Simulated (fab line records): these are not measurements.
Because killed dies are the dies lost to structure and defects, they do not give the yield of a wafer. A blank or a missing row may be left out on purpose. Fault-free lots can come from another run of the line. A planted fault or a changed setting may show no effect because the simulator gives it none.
Which tool is to blame? | flow n5-finfet | 27 wafers from 10 lots sampled at 5 of the route's 1938 steps

## WHAT THE GAUGES SHOWED, per wafer
N5_DUMMY_GATE_CD_MEAS_24 targets a cd of 15 nm.
lot  | measured    | on        | cd-nm (nm)
L967 | day 3 01:24 | cd-sem-01 | 15.4 15.4 14.6
L968 | day 3 10:34 | cd-sem-03 | 14.3 15.3 14.6
L976 | day 5 06:19 | cd-sem-01 | 15.4 15.3 14.7
L982 | day 6 17:38 | cd-sem-03 | 14.8 14.1
L983 | day 6 22:40 | cd-sem-02 | 14.4 15.1
L984 | day 7 03:53 | cd-sem-03 | 14.8 14.6 15.2
L986 | day 7 17:34 | cd-sem-01 | 15.3 14.9 14.7
L987 | day 7 23:57 | cd-sem-01 | 15.1 15.1 15.0
L988 | day 8 06:47 | cd-sem-02 | 15.1 15.3 15.1
L990 | day 8 18:01 | cd-sem-01 | 14.9 14.0

N5_SPACER0_INSPECT_04: inspects for defects (darkfield).
lot  | measured    | on                | raw-defect-count
L967 | day 3 02:43 | defect-inspect-02 | 171 112 131
L968 | day 3 11:27 | defect-inspect-02 | 116 145 137
L976 | day 5 07:15 | defect-inspect-02 | 123 173 128
L982 | day 6 18:35 | defect-inspect-01 | 157 104
L983 | day 6 23:34 | defect-inspect-01 | 138 144
L984 | day 7 05:27 | defect-inspect-02 | 152 127 147
L986 | day 7 18:27 | defect-inspect-02 | 122 231 182
L987 | day 8 00:55 | defect-inspect-01 | 141 138 104
L988 | day 8 07:40 | defect-inspect-02 | 153 139 171
L990 | day 8 19:37 | defect-inspect-02 | 118 105

N5_BEOL_M4_RC_MEAS_101.
lot  | measured     | on        | DIBL_N (mV/V)  | DIBL_P (mV/V)  | IOFF_N (nA/um)    | IOFF_N_85C (nA/um) | IOFF_N_LIN (nA/um) | IOFF_N_LONG (nA/um)        | IOFF_P (nA/um) | IOFF_P_85C (nA/um) | IOFF_P_LIN (nA/um) | ION_N (uA/um) | ION_P (uA/um) | REXT_N (ohm.um) | REXT_P (ohm.um)   | SS_N (mV/dec)  | SS_P (mV/dec)  | VT_N (mV)   | VT_N_LVT (mV)     | VT_P (mV)      | VT_P_LVT (mV)
L967 | day 7 17:58  | prober-02 | 32.5 34.3 35.5 | 34.3 35.3 36.1 | 0.114 0.124 0.148 | 2.4 2.5 2.9        | 0.057 0.061 0.068  | 5.57e-05 5.44e-05 5.64e-05 | 0.16 0.17 0.19 | 2.9 3.1 3.3        | 0.083 0.086 0.091  | 661 671 671   | 455 459 457   | 76.6 76.4 75.9  | 98.8 100.8 99.6   | 71.2 71.5 72.2 | 72.2 72.8 73.0 | 252 251 248 | 103.6 102.8 100.6 | -255 -252 -252 | -101.9 -100.3 -100.8
L968 | day 8 00:58  | prober-02 | 38.5 36.1 36.6 | 37.8 35.7 36.2 | 0.187 0.158 0.158 | 3.6 3.1 3.0        | 0.083 0.074 0.072  | 5.62e-05 5.62e-05 5.57e-05 | 0.21 0.18 0.18 | 3.5 3.2 3.1        | 0.093 0.087 0.084  | 682 674 679   | 458 456 460   | 76.2 76.0 76.9  | 101.7 102.5 101.2 | 71.5 71.3 71.3 | 73.8 73.2 73.7 | 246 247 248 | 95.9 96.2 97.2    | -252 -253 -253 | -100.3 -102.0 -102.2
L976 | day 9 17:47  | prober-02 | 37.3 46.1 36.4 | 36.2 42.7 34.8 | 0.177 0.411 0.154 | 3.5 7.0 3.1        | 0.082 0.160 0.074  | 5.99e-05 6.54e-05 6.03e-05 | 0.23 0.49 0.20 | 3.9 7.3 3.5        | 0.106 0.206 0.097  | 682 743 675   | 471 509 465   | 76.4 65.3 76.5  | 98.9 86.4 99.2    | 70.9 73.8 71.1 | 73.5 74.2 73.7 | 246 232 248 | 94.3 81.3 96.5    | -246 -235 -251 | -97.4 -82.0 -97.0
L982 | day 11 13:23 | prober-01 | 34.1 37.0      | 36.0 38.6      | 0.121 0.166       | 2.5 3.3            | 0.060 0.075        | 5.34e-05 5.48e-05          | 0.21 0.26      | 3.6 4.3            | 0.104 0.120        | 667 679       | 466 474       | 76.7 75.2       | 97.5 99.1         | 70.9 72.2      | 73.4 74.2      | 255 252     | 104.4 98.8        | -247 -245      | -98.3 -95.6
L983 | day 11 15:56 | prober-01 | 40.2 36.7      | 41.1 37.4      | 0.209 0.144       | 3.8 2.8            | 0.093 0.070        | 5.49e-05 5.56e-05          | 0.23 0.17      | 4.1 3.1            | 0.107 0.085        | 693 678       | 466 462       | 74.7 75.5       | 94.7 95.6         | 72.1 70.8      | 74.6 72.9      | 249 253     | 92.2 96.5         | -250 -254      | -97.5 -101.3
L984 | day 11 21:04 | prober-02 | 34.7 34.9 35.6 | 35.2 35.9 35.2 | 0.133 0.141 0.151 | 2.7 2.8 3.0        | 0.063 0.067 0.065  | 5.21e-05 5.11e-05 5.32e-05 | 0.18 0.19 0.18 | 3.3 3.5 3.4        | 0.089 0.093 0.089  | 671 669 667   | 453 463 458   | 74.9 75.1 74.1  | 98.6 98.6 97.1    | 71.5 71.5 71.8 | 73.1 73.3 73.2 | 253 252 254 | 101.7 100.8 101.6 | -251 -254 -253 | -101.6 -100.5 -101.6
L986 | day 12 16:44 | prober-02 | 34.3 35.0 38.6 | 33.0 33.9 39.0 | 0.118 0.126 0.200 | 2.5 2.6 3.8        | 0.057 0.061 0.092  | 5.45e-05 5.52e-05 5.42e-05 | 0.17 0.17 0.26 | 3.1 3.1 4.3        | 0.086 0.086 0.114  | 655 660 683   | 451 457 467   | 74.1 73.4 75.0  | 95.4 95.5 97.8    | 70.8 71.0 71.6 | 72.6 72.8 74.1 | 254 254 245 | 103.2 101.5 93.6  | -255 -253 -248 | -100.2 -100.8 -95.9
L987 | day 13 11:00 | prober-02 | 37.6 36.6 37.2 | 37.5 35.7 36.1 | 0.179 0.157 0.168 | 3.4 3.1 3.2        | 0.084 0.074 0.079  | 5.63e-05 5.59e-05 5.6e-05  | 0.24 0.22 0.23 | 4.1 3.8 3.9        | 0.112 0.107 0.109  | 679 679 686   | 465 470 477   | 76.4 75.5 75.6  | 102.3 100.3 100.6 | 71.9 71.0 72.1 | 73.8 72.6 72.5 | 246 248 246 | 98.0 99.0 97.5    | -247 -249 -248 | -98.5 -97.7 -97.6
L988 | day 13 10:44 | prober-01 | 36.7 34.6 36.0 | 35.2 33.2 34.7 | 0.144 0.118 0.136 | 2.9 2.5 2.7        | 0.067 0.058 0.065  | 5.65e-05 5.61e-05 5.64e-05 | 0.20 0.18 0.20 | 3.6 3.2 3.5        | 0.101 0.094 0.101  | 683 669 680   | 471 463 471   | 77.8 77.4 77.3  | 96.5 95.5 96.4    | 71.3 70.9 71.5 | 73.2 72.8 72.8 | 250 254 252 | 99.5 100.6 101.3  | -248 -251 -249 | -96.2 -98.1 -97.2
L990 | day 14 08:32 | prober-01 | 36.5 41.0      | 35.5 40.2      | 0.142 0.249       | 3.0 4.6            | 0.068 0.104        | 5.53e-05 5.66e-05          | 0.22 0.32      | 3.8 5.2            | 0.110 0.140        | 667 689       | 466 478       | 77.0 76.2       | 98.6 98.9         | 71.1 72.7      | 72.7 74.6      | 250 242     | 102.1 93.3        | -247 -245      | -98.7 -94.3

## WHICH TOOL RAN EACH LOT (tool, then ch and the chambers of the sampled wafers, then the start)
lot  | N5_DUMMY_GATE_TRIM_49           | N5_SPACER0_ALD_00
L967 | rie-si-02 ch 0,3, day 3 00:40   | ald-sin-02 ch 1,3, day 3 02:18
L968 | rie-si-03 ch 1,2,3, day 3 09:55 | ald-sin-03 ch 0,2,3, day 3 11:02
L976 | rie-si-03 ch 0,1,2, day 5 05:41 | ald-sin-04 ch 0,1,3, day 5 06:50
L982 | rie-si-04 ch 0,1, day 6 16:46   | ald-sin-02 ch 3, day 6 18:10
L983 | rie-si-04 ch 0,1, day 6 22:01   | ald-sin-03 ch 2,3, day 6 23:08
L984 | rie-si-04 ch 0,1,3, day 7 03:15 | ald-sin-02 ch 0,1,3, day 7 05:02
L986 | rie-si-03 ch 0,1, day 7 16:55   | ald-sin-03 ch 1,2,3, day 7 18:02
L987 | rie-si-02 ch 1,2,3, day 7 23:10 | ald-sin-02 ch 0,1,3, day 8 00:30
L988 | rie-si-03 ch 0,3, day 8 05:57   | ald-sin-04 ch 0,1, day 8 07:15
L990 | rie-si-03 ch 0,2, day 8 17:22   | ald-sin-03 ch 2,3, day 8 19:19
- N5_DUMMY_GATE_TRIM_49: chemistry O2, time 29 s, target cd 14 nm.
- N5_SPACER0_ALD_00: deposits SiOCN, target thk 3.5 nm, pulse time 3 s, purge time 2 s.

## AS READ BY THE TOOLS THEMSELVES (means over the sampled wafers that have a number; for cases with no such wafer, the mark the record gives instead)
N5_DUMMY_GATE_TRIM_49.
lot  | tool      | drypump-motor-current-A (A) | oes-product-au (a.u.) | throttle-valve-pct (%)
L967 | rie-si-02 | 6.5                         | 1.004                 | 8.12
L968 | rie-si-03 | 5.7                         | 1.008                 | 8.24
L976 | rie-si-03 | 5.7                         | 1.017                 | 8.17
L982 | rie-si-04 | 5.6                         | 0.993                 | 8.14
L983 | rie-si-04 | 5.6                         | 0.994                 | 8.15
L984 | rie-si-04 | 5.7                         | 0.998                 | 8.13
L986 | rie-si-03 | 5.6                         | 1.021                 | 8.00
L987 | rie-si-02 | 5.9                         | 1.004                 | 8.18
L988 | rie-si-03 | 5.5                         | 1.031                 | 8.02
L990 | rie-si-03 | 5.8                         | 1.007                 | 8.19

N5_SPACER0_ALD_00.
lot  | tool       | heater-power-w (W) | precursor-pulse-height-rel
L967 | ald-sin-02 | 850                | 1.001
L968 | ald-sin-03 | 931                | 1.003
L976 | ald-sin-04 | 855                | 1.003
L982 | ald-sin-02 | 804                | 0.987
L983 | ald-sin-03 | 947                | 0.992
L984 | ald-sin-02 | 846                | 0.994
L986 | ald-sin-03 | 962                | 1.005
L987 | ald-sin-02 | 858                | 0.995
L988 | ald-sin-04 | 979                | 0.993
L990 | ald-sin-03 | 956                | 0.996

## THE ANSWER, worked out from the rows above alone
Rule: usual is defined by the lots themselves. The widest of any qualifying gaps counts: lots, ordered by their means at a reading, are off when they make up no more than a third of the lots, leave a main group of 4 or more, and stand apart from it by 3 or more times the standard deviation of that group's means. Not used: any main group whose means are identical at the precision the tables above print for the reading. A lot without any number at a reading at which 4 lots or more have one is off too. Any other lot the step has rows for is counted as sound. The gauges are gone through in route order, then the tools' own readings, and for those a lot's mean is taken as printed above. The first step at which some lot is off is used, and at that step the reading that is off furthest; a lot without a number counts as furthest.
Off: L976, seen at N5_BEOL_M4_RC_MEAS_101 (IOFF_N_LONG). The main group: mean 5.5e-05 nA/um, standard deviation 1.3e-06.
If a tool, at a process step before that reading, ran all the lots that are off and no sound lot after the first of them, it fits. The gauges at N5_BEOL_M4_RC_MEAS_101 are tried like those tools. No candidate that was tried fits.

## WHAT THE SIMULATOR HAD INSERTED
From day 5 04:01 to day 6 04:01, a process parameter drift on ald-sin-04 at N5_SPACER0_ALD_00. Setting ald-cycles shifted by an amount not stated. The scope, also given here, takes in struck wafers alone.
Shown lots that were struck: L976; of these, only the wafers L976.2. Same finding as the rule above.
